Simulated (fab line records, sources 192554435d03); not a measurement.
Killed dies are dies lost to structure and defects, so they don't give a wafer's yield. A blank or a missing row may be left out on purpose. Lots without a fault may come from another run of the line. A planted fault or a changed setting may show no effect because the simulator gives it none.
fab line records | flow n5_finfet
record lots=5 wafers=15 last_day=18
route steps=1938 shown BEOL_M14@1729 PASSIVATION@1936
lots that met no fault: from a run of the same line without faults
start_h: hours from the record's first day to the start of the lot's first wafer shown | wait_h: hours since the lot's step before | " the same as in the row above | L1.1+2: a row that stands for several wafers | - no value, or no start given | * or withheld: withheld | < > ~ a bound
route shown NAME@n: a module of which the file shows steps, and the number in the route of the first | usual: mean/standard deviation of fault-free wafers | same: alike in all rows | chamber/n: place in a boat | sites: the reading at each site | _std_site: their standard deviation | _edge_site: outer sites' mean less inner sites' | radius_mm: how far each site lies from the wafer's centre | mask NAME#n: copy n | behind: the tool/chamber that last shaped the wafer | hold: why the lot was held/for how many hours/how that ended | device: the transistor (n, p or np) that didn't switch | end of line: the same wafers' tests at the end of the route | a step without rows: its recipe alone | killed: dies lost to structure and defects at the first sort, not the wafer's yield | map: a wafer's dies, x killed, . not, _ none there
set.NAME: the setting as run; set.NAME@STEP: as run at that earlier step | model.NAME: the simulator's own value behind a step, which no gauge read
lots at some steps of the route; a table a step, a row a wafer
services: from which hour (start_h, from the record's first day; less than 0 if before it) a tool's chamber was out of use, for how many hours, and why
## steps
# step N5_BEOL_M14_DESCUM_15
# recipe chemistry=O2 time_s=7.9 source_power_w=50 bias_power_w=20 pressure_mtorr=20 rf_frequency_hz=2.712e+07 temp_c=40 o2_flow_sccm=225
# step N5_BEOL_M14_ETCH_59
# recipe chemistry=N2/H2 target=BARC target_depth_a=890 overetch_a=267 time_s=67.9 ion_energy_ev=200 pressure_mtorr=30 source_w=840 bias_w=150 n2_flow_sccm=200 h2_flow_sccm=200
# step N5_BEOL_M14_VIA_ETCH_16
# recipe chemistry=C4F8/O2/Ar target=SiO2 he_inner_torr=15 he_outer_torr=30 target_depth_a=12313 time_s=withheld ion_energy_ev=800 pressure_mtorr=20 source_w=1905 bias_w=2040 Ar_flow_sccm=400 C4F8_flow_sccm=16 O2_flow_sccm=12 ends=cleared
# step N5_BEOL_M14_STRIP_63
# recipe chemistry=O2 power_w=600 temp_c=60 pressure_mtorr=30 rf_frequency_hz=6e+07 bias_power_w=0 overash_fraction=0.3 o2_flow_sccm=225
# step N5_BEOL_M14_STRIP_64
# recipe chemistry=O2 power_w=600 temp_c=60 pressure_mtorr=30 rf_frequency_hz=6e+07 bias_power_w=0 overash_fraction=0.3 o2_flow_sccm=225
# step N5_BEOL_M14_STRIP_71
# recipe chemistry=post_etch_residue_remover time_s=60 temp_c=25 remover_ph=withheld remover_water_wt_pct=withheld remover_fluoride_wt_pct=withheld
# step N5_BEOL_M14_SRD_72
# recipe time_s=30 temp_c=23 rinse_liquid=diw dry=n2_spin spin_rpm=1500 dry_time_s=30
# step N5_BEOL_M14_COAT_65
# recipe resist=SOC temp_c=250 time_s=60 spin_rpm=1500 resist_thk_nm=450
# step N5_BEOL_M14_COAT_66
# recipe resist=SiARC temp_c=220 time_s=60 spin_rpm=1500 resist_thk_nm=110
# usual resist_line_temp_C=22.99/0.11 spin_speed_rpm=1500.2/0.94
# columns lot.wafer tool chamber start_h wait_h resist_line_temp_C spin_speed_rpm model.SiARC_of_BEOL_M14_COAT_66.thk_nm
L891.2 litho_track-01 0 266.95 - 23.11 1563.8 106.8
L891.3 " 0 " " 23.19 1564.4 106.8
L891.4 " 0 " " 22.91 1563.0 107
L893.1 litho_track-01 0 272.44 - 23.28 1566.1 107.2
L893.2 " 0 " " 22.97 1566.0 106.8
L893.5 " 0 " " 22.95 1566.2 107
L894.1 litho_track-01 0 276.65 - 22.89 1566.0 107
L894.2 " 0 " " 23.05 1564.8 106.6
L894.6 " 0 " " 23.01 1566.2 106.6
L908.2 litho_track-03 0 365.20 - 22.93 1500.2 110.8
L908.5 " 0 " " 23.08 1499.2 110.2
L908.6 " 0 " " 22.91 1498.6 110.6
L910.1 litho_track-01 0 399.67 - 23.00 1500.6 109.6
L910.4 " 0 " " 23.10 1501.3 109.2
L910.6 " 0 " " 23.21 1501.5 109.4
# step N5_BEOL_M14_COAT_22
# recipe spin_rpm=2888 resist_thk_nm=300
# step N5_BEOL_M14_EBR_24
# recipe solvent=PGMEA ebr_width_mm=1.5
# step N5_BEOL_M14_SOFTBAKE_23
# recipe temp_c=130 time_s=60
# step N5_BEOL_M14_EXPOSE_25
# recipe mask_id=M14 na=0.8 source_shape=annular sigma_inner=0.5 sigma_outer=0.8 polarization=unpolarized target_cd_nm=280 dose_mj=26.6
# step N5_BEOL_M14_PEB_26
# recipe peb_temp_c=130 peb_time_s=90
# step N5_BEOL_M14_DEVELOP_27
# recipe develop_time_s=45 rinse_liquid=diw dry=air_spin dev_temp_c=21
# step N5_BEOL_M14_HARDBAKE_32
# recipe temp_c=130 time_s=120
# step N5_BEOL_M14_DESCUM_33
# recipe chemistry=O2 time_s=7.9 source_power_w=50 bias_power_w=20 pressure_mtorr=20 rf_frequency_hz=2.712e+07 temp_c=40 o2_flow_sccm=225
# step N5_BEOL_M14_ETCH_67
# recipe chemistry=CF4 target=SiARC target_depth_a=1430 time_s=238.3 ion_energy_ev=80 pressure_mtorr=40 source_w=545 bias_w=36 Ar_flow_sccm=100 cf4_flow_sccm=100 ends=cleared
# usual drypump_motor_current_A=5.6/0.54 etch_rf_on_time_s=239/7.3 oes_product_au=0.69/0.068 rf_vpp_V=184.0/1.2 showerhead_plenum_p_Torr=2.14/0.071 throttle_valve_pct=15.43/0.28
# columns lot.wafer tool chamber start_h wait_h drypump_motor_current_A etch_rf_on_time_s oes_product_au rf_hours_counter_h rf_vpp_V showerhead_plenum_p_Torr throttle_valve_pct model.etch.depth_nm model.coat_of_BEOL_M14_COAT_22.thk_nm
L891.2 rie_diel-06 1 267.84 0.0 5.1 220 0.79 10 183.2 2.10 15.23 106.7 212.2
L891.3 " 3 " " 6.7 241 0.57 242 184.5 2.20 15.95 106.8 212
L891.4 " 2 " " 6.4 230 0.59 253 183.0 2.04 16.28 107 211.8
L893.1 rie_diel-05 3 273.04 0.0 5.4 239 0.76 20 183.1 2.11 15.20 107.1 213.6
L893.2 " 0 " " 5.2 240 0.64 144 181.9 2.06 15.36 106.8 213
L893.5 " 1 " " 4.9 231 0.73 - 183.9 2.10 15.09 107.1 213
L894.1 rie_diel-02 2 277.43 0.0 5.4 235 0.71 74 185.7 2.25 15.17 107 212.4
L894.2 " 0 " " 5.6 226 0.68 108 185.0 2.08 15.32 106.7 212.6
L894.6 " 2 " " 5.3 235 0.72 - 185.3 2.25 15.17 106.6 212.4
L908.2 rie_diel-05 2 365.61 0.0 5.6 250 0.62 177 183.4 2.13 15.64 110.8 209.8
L908.5 " 1 " " 4.8 234 0.70 - 183.1 2.09 15.19 110.1 211.2
L908.6 " 2 " " 5.6 251 0.61 - 184.0 2.13 15.64 110.6 211.4
L910.1 rie_diel-06 0 400.08 0.0 4.9 236 0.69 129 184.9 2.24 15.42 109.5 211.8
L910.4 " 3 " " 6.6 235 0.79 30 183.4 2.18 15.52 109.1 211.4
L910.6 " 3 " " 6.6 233 0.79 - 183.7 2.18 15.51 109.4 211.4
# step N5_BEOL_M14_ETCH_68
# recipe chemistry=N2/H2 target=SOC mask_material=SiARC source_w=3000 bias_w=350 temp_c=40 time_s=450 ion_energy_ev=200 pressure_mtorr=30 n2_flow_sccm=200 h2_flow_sccm=200
# usual drypump_motor_current_A=5.6/0.54 oes_product_au=0.81/0.075 rf_vpp_V=524.0/2.6 showerhead_plenum_p_Torr=2.54/0.09 throttle_valve_pct=17.55/0.27
# columns lot.wafer tool chamber start_h wait_h drypump_motor_current_A oes_product_au rf_hours_counter_h rf_vpp_V showerhead_plenum_p_Torr throttle_valve_pct model.SiARC_of_BEOL_M14_COAT_66.thk_nm
L891.2 rie_diel-06 1 267.99 0.1 5.1 0.92 10 522.7 2.49 17.35 61
L891.3 " 3 " " 6.7 0.69 242 525.5 2.59 17.93 62.6
L891.4 " 2 " " 6.5 0.68 253 520.5 2.39 18.27 62.6
L893.1 rie_diel-05 3 273.19 0.1 5.4 0.90 21 521.5 2.50 17.44 63.2
L893.2 " 0 " " 5.3 0.77 144 520.5 2.44 17.63 62.4
L893.5 " 1 " " 4.9 0.84 - 523.2 2.47 17.13 63.2
L894.1 rie_diel-02 2 277.58 0.1 5.4 0.84 74 528.6 2.68 17.24 63
L894.2 " 0 " " 5.7 0.78 108 520.6 2.45 17.35 62
L894.6 " 2 " " 5.3 0.83 - 528.2 2.68 17.24 62
L908.2 rie_diel-05 2 365.76 0.1 5.6 0.72 177 523.8 2.53 17.76 68
L908.5 " 1 " " 4.9 0.82 - 522.8 2.46 17.18 65.4
L908.6 " 2 " " 5.7 0.72 - 523.6 2.53 17.74 68
L910.1 rie_diel-06 0 400.23 0.1 5.0 0.80 129 527.4 2.67 17.51 65
L910.4 " 3 " " 6.7 0.95 30 525.9 2.57 17.52 62
L910.6 " 3 " " 6.6 0.94 - 524.4 2.57 17.54 62.8
# step N5_BEOL_M14_STRIP_69
# recipe chemistry=N2/H2 temp_c=40 n2_flow_sccm=200 h2_flow_sccm=200 rf_frequency_hz=6e+07
# step N5_PASSIVATION_PROBE_49
# usual defect_limited_yield=91.2/1.6 killed_at_M0_to_M3=34/11 killed_at_M4_up=14/5.7 killed_at_contacts=14/6.6 killed_at_front_end=37/10 killed_at_other=4/3.2 killed_dies=104/19 killed_on_rim=14/4.1 killed_open=69/13 killed_short=33/8.7 sort_bin_4_leakage=0.00/0.014 sort_bin_5_function=5.1/1 sort_bin_6_memory=3.3/0.76 sort_bin_8_speed=0.00/0.016 sort_n_pass=1076/19 sort_yield_pct=91.2/1.6
# same gross_dies=1180 killed_at_back_side=0
# columns lot.wafer tool chamber start_h wait_h defect_limited_yield[%] killed_at_M0_to_M3 killed_at_M4_up killed_at_contacts killed_at_front_end killed_at_other killed_dies killed_on_rim killed_open killed_short sort_bin_4_leakage[%] sort_bin_5_function[%] sort_bin_6_memory[%] sort_bin_8_speed[%] sort_n_pass sort_yield_pct[%]
L891.2 prober-02 - 291.58 0.1 93.6 30 14 8 22 1 75 7 50 24 0 3.8 2.5 0 1105 93.6
L891.3 prober-02 - 291.63 0.1 92.6 29 14 19 23 2 87 12 62 25 0 4.4 2.5 0 1093 92.6
L891.4 prober-02 - 291.68 0.2 93.6 28 4 10 32 2 76 9 49 27 0 3.9 2.4 0 1104 93.6
L893.1 prober-01 - 297.39 0.0 93.1 27 7 18 26 4 82 7 61 21 0 3.6 3.1 0 1098 93.1
L893.2 prober-01 - 297.44 0.1 91.6 23 8 13 44 11 99 15 67 32 0 5.0 3.1 0 1081 91.6
L893.5 prober-01 - 297.59 0.2 91.1 27 12 25 35 6 105 15 72 33 0 5.7 3.2 0 1075 91.1
L894.1 prober-02 - 305.00 0.0 92.1 30 12 17 32 2 93 12 68 25 0 5.1 2.6 0 1087 92.1
L894.2 prober-02 - 305.05 0.1 90.4 37 12 21 38 5 113 18 70 40 0 5.4 3.7 0 1067 90.4
L894.6 prober-02 - 305.25 0.3 92.3 35 18 11 26 1 91 11 58 33 0 4.4 2.8 0 1089 92.3
L908.2 prober-02 - 394.98 0.1 91.4 40 19 8 35 0 102 17 63 33 0 4.6 3.7 0 1078 91.4
L908.5 prober-02 - 395.13 0.2 91.4 42 18 15 20 7 102 14 72 26 0 5.3 3.1 0 1078 91.4
L908.6 prober-02 - 395.18 0.3 92.5 30 25 7 19 7 88 20 61 26 0 4.4 2.9 0 1092 92.5
L910.1 prober-02 - 425.34 0.0 91.0 34 22 12 34 4 106 12 75 30 0.17 5.4 3.2 0 1072 90.8
L910.4 prober-02 - 425.49 0.2 91.2 27 15 2 47 13 104 18 64 35 0 5.2 2.9 0.08 1075 91.1
L910.6 prober-02 - 425.59 0.3 89.3 31 17 12 57 9 126 16 76 48 0 6.0 4.0 0 1054 89.3
# killed by level:class
L891.2 MOL_CONTACT_COAG:geometric_particle:open=6 BEOL_M0_SAQP:geometric_particle:open=6 BEOL_M2:geometric_particle:open=6 BEOL_M1:geometric_particle:open=5 STARTING-WAFER:geometric_particle:open=5 GATE_CUT:geometric_particle:short=4 BEOL_M0_SAQP:geometric_particle:short=4 BEOL_M3:geometric_particle:open=4
L891.3 MOL_CONTACT_COAG:geometric_particle:open=19 BEOL_M0_SAQP:geometric_particle:short=9 STI_FIN_REVEAL:geometric_particle:open=6 BEOL_M3:geometric_particle:open=6 BEOL_M0:geometric_particle:open=5 FIN_SAQP:geometric_particle:short=4 BEOL_M4:geometric_particle:open=4 FIN_SAQP:geometric_particle:open=3
L891.4 STI_FIN_REVEAL:geometric_particle:open=8 MOL_CONTACT_COAG:geometric_particle:open=8 BEOL_M1:geometric_particle:open=8 FIN_SAQP:geometric_particle:short=6 BEOL_M0_SAQP:geometric_particle:short=5 BEOL_M0:geometric_particle:open=5 GATE_CUT:geometric_particle:short=4 BEOL_M0:geometric_particle:short=4
L893.1 MOL_CONTACT_COAG:geometric_particle:open=16 BEOL_M3:geometric_particle:open=10 STI_FIN_REVEAL:geometric_particle:open=7 FIN_SAQP:geometric_particle:open=6 BEOL_M0_SAQP:geometric_particle:open=3 BEOL_M1:geometric_particle:short=3 BEOL_M1:geometric_particle:open=3 FIN_SAQP:geometric_particle:short=2
L893.2 MOL_CONTACT_COAG:geometric_particle:open=11 FIN_SAQP:geometric_particle:open=9 GATE_CUT:geometric_particle:short=9 BEOL_M1:geometric_particle:open=7 STI_FIN_REVEAL:geometric_particle:open=6 STARTING-WAFER:geometric_particle:open=6 PASS1_CAP:geometric_particle:short=5 GATE_CUT:geometric_particle:open=4
L893.5 MOL_CONTACT_COAG:geometric_particle:open=18 STI_FIN_REVEAL:geometric_particle:open=13 BEOL_M1:geometric_particle:open=10 BEOL_M4:geometric_particle:open=8 MOL_CONTACT_COAG:geometric_particle:short=7 BEOL_M3:geometric_particle:open=6 FIN_SAQP:geometric_particle:short=4 FIN_SAQP:geometric_particle:open=3
L894.1 MOL_CONTACT_COAG:geometric_particle:open=13 BEOL_M1:geometric_particle:open=10 STI_FIN_REVEAL:geometric_particle:open=7 BEOL_M2:geometric_particle:open=6 GATE_CUT:geometric_particle:short=5 BEOL_M0_SAQP:geometric_particle:open=5 BEOL_M4:geometric_particle:open=5 GATE_CUT:geometric_particle:open=4
L894.2 MOL_CONTACT_COAG:geometric_particle:open=12 BEOL_M0_SAQP:geometric_particle:short=10 BEOL_M0_SAQP:geometric_particle:open=10 STI_FIN_REVEAL:geometric_particle:open=9 MOL_CONTACT_COAG:geometric_particle:short=9 BEOL_M2:geometric_particle:open=9 BEOL_M4:geometric_particle:open=8 GATE_CUT:geometric_particle:short=6
L894.6 MOL_CONTACT_COAG:geometric_particle:open=8 BEOL_M0_SAQP:geometric_particle:open=8 BEOL_M3:geometric_particle:open=7 FIN_SAQP:geometric_particle:short=6 BEOL_M1:geometric_particle:open=6 GATE_CUT:geometric_particle:short=5 BEOL_M0_SAQP:geometric_particle:short=5 BEOL_M5:geometric_particle:open=5
L908.2 BEOL_M2:geometric_particle:open=10 FIN_SAQP:geometric_particle:open=6 MOL_CONTACT_COAG:geometric_particle:open=6 BEOL_M4:geometric_particle:open=6 BEOL_M0:geometric_particle:short=5 BEOL_M4:geometric_particle:short=4 GATE_CUT:geometric_particle:short=4 BEOL_M0_SAQP:geometric_particle:short=4
L908.5 MOL_CONTACT_COAG:geometric_particle:open=15 BEOL_M1:geometric_particle:open=11 BEOL_M4:geometric_particle:open=10 BEOL_M0_SAQP:geometric_particle:short=8 BEOL_M2:geometric_particle:open=7 FIN_SAQP:geometric_particle:open=5 STI_FIN_REVEAL:geometric_particle:open=5 BEOL_M1:geometric_particle:short=5
L908.6 BEOL_M4:geometric_particle:open=12 BEOL_M3:geometric_particle:open=8 STI_FIN_REVEAL:geometric_particle:open=7 MOL_CONTACT_COAG:geometric_particle:open=5 FIN_SAQP:geometric_particle:open=4 BEOL_M0_SAQP:geometric_particle:open=4 BEOL_M0_SAQP:geometric_particle:short=4 BEOL_M1:geometric_particle:open=4
L910.1 MOL_CONTACT_COAG:geometric_particle:open=12 BEOL_M4:geometric_particle:open=12 STI_FIN_REVEAL:geometric_particle:open=11 BEOL_M3:geometric_particle:open=8 BEOL_M0_SAQP:geometric_particle:open=7 FIN_SAQP:geometric_particle:open=5 GATE_CUT:geometric_particle:short=4 BEOL_M0_SAQP:geometric_particle:short=4
L910.4 FIN_SAQP:geometric_particle:open=10 FIN_SAQP:geometric_particle:short=9 BEOL_M1:geometric_particle:open=8 ILD0:geometric_particle:open=6 BEOL_M4:geometric_particle:open=6 HKMG_FIN:area_etch=5 STI_FIN_REVEAL:geometric_particle:open=4 BEOL_M0:geometric_particle:open=4
L910.6 FIN_SAQP:geometric_particle:short=10 MOL_CONTACT_COAG:geometric_particle:open=10 BEOL_M4:geometric_particle:open=8 STI_FIN_REVEAL:geometric_particle:open=7 DUMMY_GATE:geometric_particle:open=7 BEOL_M2:geometric_particle:open=7 BEOL_M3:geometric_particle:open=7 GATE_CUT:geometric_particle:open=6
## services
# columns tool chamber start_h hours kind
rie_diel-05 - 250.18 0.4 repair
rie_diel-02 1 268.76 - clean
rie_diel-02 1 268.76 - consumable_replace:focus_ring
rie_diel-02 1 268.76 20.5 scheduled_down
rie_diel-02 1 268.76 20.5 vent_cycle
rie_diel-06 2 280.14 - clean
rie_diel-06 2 280.14 - consumable_replace:focus_ring
rie_diel-06 2 280.14 - consumable_replace:showerhead
rie_diel-06 2 280.14 20.4 scheduled_down
rie_diel-06 2 280.14 20.4 vent_cycle
rie_diel-06 3 300.71 - clean
rie_diel-06 3 300.71 - consumable_replace:focus_ring
rie_diel-06 3 300.71 15.2 scheduled_down
rie_diel-06 3 300.71 15.2 vent_cycle
rie_diel-05 2 325.98 13.5 repair
rie_diel-05 - 330.64 3.9 repair
rie_diel-05 3 336.29 3.1 repair
rie_diel-02 1 370.04 5.3 repair
## key
first_sign step=N5_BEOL_M14_COAT_66 reading=spin_speed_rpm direction=up sigmas=69 usual=* struck=*
effect none on later readings
model_effect step=N5_BEOL_M14_COAT_66 value=SiARC_of_BEOL_M14_COAT_66.thk_nm without=109.2 struck=106.9
model_effect step=N5_BEOL_M14_ETCH_67 value=etch.depth_nm without=109.2 struck=106.9
model_effect step=N5_BEOL_M14_ETCH_68 value=SiARC_of_BEOL_M14_COAT_66.thk_nm without=64.78 struck=62.44
met_at N5_BEOL_M14_COAT_66
struck_wafers L891.2,L891.3,L891.4,L893.1,L893.2,L893.5,L894.1,L894.2,L894.6
fault kind=process_parameter_drift tool=litho_track-01 chamber=- onset_h=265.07 steps=N5_BEOL_M14_COAT_66 channel=spin_rpm offset=* shape=step end_h=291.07 acts_in=* stated=*
